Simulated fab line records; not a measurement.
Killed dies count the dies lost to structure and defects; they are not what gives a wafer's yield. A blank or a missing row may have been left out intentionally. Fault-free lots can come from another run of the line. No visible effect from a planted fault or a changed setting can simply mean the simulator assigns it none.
Split-lot experiment || flow n5Finfet || on a route of 1938 steps: 7 lots, 21 wafers read

## ABOUT THE SPLIT
At N5_BEOL_M6_ILD_DEP_00 (deposits SiCOH lowk from DEMS/porogen, target thk 179.75 nm, time 33.4 s), the setting timeS was moved away from the recipe's 33.4 s on 9 of the 21 wafers read, by -4.6% to +13.0%. For the rest of the wafers, this setting stayed at what the recipe calls for.

## THE PATH FROM SPLIT TO READING: the file shows 1 step between them
- N5_BEOL_M6_CURE_74: cures SiCOH lowk, time 240 s

## THE READING
M6_ILD_THK at N5_BEOL_M6_THK_MEAS_01, in nm. Typical for fault-free wafers on this fab line: 154.9 nm, with standard deviation 2 nm.

{"wafer": "L074.1", "tool, chamber at the split": "pecvd-03, 0", "timeS as run, s": 37.67, "against the recipe": "+12.8%", "M6_ILD_THK, nm": 171.1, "against lot-mates on the recipe": "+16.3"}
{"wafer": "L074.3", "tool, chamber at the split": "pecvd-03, 2", "timeS as run, s": 37.67, "against the recipe": "+12.8%", "M6_ILD_THK, nm": 172.5, "against lot-mates on the recipe": "+17.7"}
{"wafer": "L074.6", "tool, chamber at the split": "pecvd-03, 0", "timeS as run, s": 33.4, "against the recipe": "recipe", "M6_ILD_THK, nm": 154.8, "against lot-mates on the recipe": "-"}
{"wafer": "L075.1", "tool, chamber at the split": "pecvd-04, 0", "timeS as run, s": 33.4, "against the recipe": "recipe", "M6_ILD_THK, nm": 153.2, "against lot-mates on the recipe": "-"}
{"wafer": "L075.2", "tool, chamber at the split": "pecvd-04, 2", "timeS as run, s": 33.4, "against the recipe": "recipe", "M6_ILD_THK, nm": 152.9, "against lot-mates on the recipe": "-"}
{"wafer": "L075.5", "tool, chamber at the split": "pecvd-04, 0", "timeS as run, s": 33.4, "against the recipe": "recipe", "M6_ILD_THK, nm": 154.9, "against lot-mates on the recipe": "-"}
{"wafer": "L077.1", "tool, chamber at the split": "pecvd-04, 2", "timeS as run, s": 33.4, "against the recipe": "recipe", "M6_ILD_THK, nm": 155.0, "against lot-mates on the recipe": "-"}
{"wafer": "L077.3", "tool, chamber at the split": "pecvd-04, 0", "timeS as run, s": 33.4, "against the recipe": "recipe", "M6_ILD_THK, nm": 156.3, "against lot-mates on the recipe": "-"}
{"wafer": "L077.6", "tool, chamber at the split": "pecvd-04, 0", "timeS as run, s": 33.4, "against the recipe": "recipe", "M6_ILD_THK, nm": 157.8, "against lot-mates on the recipe": "-"}
{"wafer": "L083.2", "tool, chamber at the split": "pecvd-02, 1", "timeS as run, s": 31.88, "against the recipe": "-4.6%", "M6_ILD_THK, nm": 147.2, "against lot-mates on the recipe": "no lot-mate on the recipe"}
{"wafer": "L083.5", "tool, chamber at the split": "pecvd-02, 0", "timeS as run, s": 31.88, "against the recipe": "-4.6%", "M6_ILD_THK, nm": 149.7, "against lot-mates on the recipe": "no lot-mate on the recipe"}
{"wafer": "L083.6", "tool, chamber at the split": "pecvd-02, 1", "timeS as run, s": 31.88, "against the recipe": "-4.6%", "M6_ILD_THK, nm": 149.4, "against lot-mates on the recipe": "no lot-mate on the recipe"}
{"wafer": "L088.1", "tool, chamber at the split": "pecvd-02, 0", "timeS as run, s": 33.4, "against the recipe": "recipe", "M6_ILD_THK, nm": 155.2, "against lot-mates on the recipe": "-"}
{"wafer": "L088.4", "tool, chamber at the split": "pecvd-02, 2", "timeS as run, s": 33.4, "against the recipe": "recipe", "M6_ILD_THK, nm": 157.6, "against lot-mates on the recipe": "-"}
{"wafer": "L088.5", "tool, chamber at the split": "pecvd-02, 0", "timeS as run, s": 33.4, "against the recipe": "recipe", "M6_ILD_THK, nm": 159.0, "against lot-mates on the recipe": "-"}
{"wafer": "L090.3", "tool, chamber at the split": "pecvd-03, 0", "timeS as run, s": 37.74, "against the recipe": "+13.0%", "M6_ILD_THK, nm": 171.3, "against lot-mates on the recipe": "+15.7"}
{"wafer": "L090.5", "tool, chamber at the split": "pecvd-03, 1", "timeS as run, s": 37.74, "against the recipe": "+13.0%", "M6_ILD_THK, nm": 175.0, "against lot-mates on the recipe": "+19.4"}
{"wafer": "L090.6", "tool, chamber at the split": "pecvd-03, 2", "timeS as run, s": 33.4, "against the recipe": "recipe", "M6_ILD_THK, nm": 155.6, "against lot-mates on the recipe": "-"}
{"wafer": "L093.1", "tool, chamber at the split": "pecvd-02, 1", "timeS as run, s": 37.42, "against the recipe": "+12.0%", "M6_ILD_THK, nm": 171.5, "against lot-mates on the recipe": "+18.0"}
{"wafer": "L093.4", "tool, chamber at the split": "pecvd-02, 1", "timeS as run, s": 37.42, "against the recipe": "+12.0%", "M6_ILD_THK, nm": 173.9, "against lot-mates on the recipe": "+20.4"}
{"wafer": "L093.5", "tool, chamber at the split": "pecvd-02, 0", "timeS as run, s": 33.4, "against the recipe": "recipe", "M6_ILD_THK, nm": 153.5, "against lot-mates on the recipe": "-"}

FIT RESULTS
A straight line over all 21 wafers: M6_ILD_THK changes by +1.37 nm for each +1% of timeS; r = +0.98; the points scatter about the line by 1.8 nm.
The same after taking each lot's own level away (the mean of its wafers on the recipe; 18 wafers): +1.42 nm for each +1%; r = +0.99; scatter 1.5 nm.
According to that fit, moving timeS by its largest amount changes the reading by 18 nm.
Across the lots, their own levels run from 153.50 to 157.27 nm, a range of 1.9 times the standard deviation given above.
The two slopes agree, so the slope changes little with the lot-to-lot level.
Check: with one of the wafers moved furthest among these (+13.0%) left out of the fit, the line predicts +19 nm for it against its lot-mates. Against them it came out at +15.7 nm.

## THE WHOLE CHAIN: every reading that the file lists as answering this split, in the file's order
{"step": "N5_BEOL_M6_ILD_DEP_00", "what it does": "deposits SiCOH lowk from DEMS/porogen, target thk 179.75 nm, time 33.4 s", "reading": "SiCOH_lowk_of_BEOL_M6_ILD_DEP_00.thkNm (the simulator's own value, which no gauge read)", "change (the file's fit)": "+1.62 nm for each +1% of the setting", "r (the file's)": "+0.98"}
{"step": "N5_BEOL_M6_CURE_74", "what it does": "cures SiCOH lowk, time 240 s", "reading": "SiCOH_lowk_of_BEOL_M6_ILD_DEP_00.thkNm (the simulator's own value, which no gauge read)", "change (the file's fit)": "+1.41 nm for each +1% of the setting", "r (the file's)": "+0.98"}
{"step": "N5_BEOL_M6_THK_MEAS_01", "what it does": "", "reading": "M6_ILD_THK", "change (the file's fit)": "+1.42 for each +1% of the setting", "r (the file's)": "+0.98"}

## FILE'S OWN FIT
M6_ILD_THK changes by +1.42 nm for each +1% of timeS, r = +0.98.
